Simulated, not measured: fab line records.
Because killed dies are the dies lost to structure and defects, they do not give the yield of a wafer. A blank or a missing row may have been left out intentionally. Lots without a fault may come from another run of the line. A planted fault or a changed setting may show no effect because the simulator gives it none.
Chamber matching -- flow nand-harc -- ald-hk-04 running NHARC_A_CHANNEL_FILL_D2_ALD_02: 4 sister chambers
The step deposits SiO2, target thk 6 nm, pulse time 10 s, ald cycles 60. 4 wafers are shown with their chamber, then 8 later ones without.

## WAFERS WITH THEIR CHAMBER
wafer,chamber,heater-power-w (W)
L090.1,3,411
L090.5,1,502
L091.5,2,540
L093.3,0,545

## WAFERS WITH NO CHAMBER GIVEN
wafer,heater-power-w (W)
L093.4,520
L093.5,415
L096.1,541
L096.3,496
L096.6,527
L097.3,421
L097.4,536
L097.5,426

## THE CHAMBER EACH PASSED THROUGH
wafer,from the rows above,in truth
L093.4,can't be placed: 1 or 2 or 0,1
L093.5,3,3
L096.1,can't be placed: 2 or 0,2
L096.3,1,1
L096.6,can't be placed: 2 or 0 or 1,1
L097.3,3,3
L097.4,can't be placed: 2 or 0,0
L097.5,3,3
Correctly placed: 4 of 8. Can't be placed from these rows: 4 (the true chamber is among the candidates in 4). Wrongly placed: 0.
How it was worked out, from the rows above alone: a wafer's distance from a chamber is the root of the sum, over the readings, of the square of ((its reading less the chamber's mean) divided by the reading's scatter). If the next closest chamber is less than 2 further off than the closest, the wafer can't be placed; otherwise it belongs to the closest. The mean given for a chamber averages the wafers shown for that chamber. The scatter (one wafer shown for each chamber): square how far every hidden wafer sits from the nearest shown wafer, average those squares and take the square root.
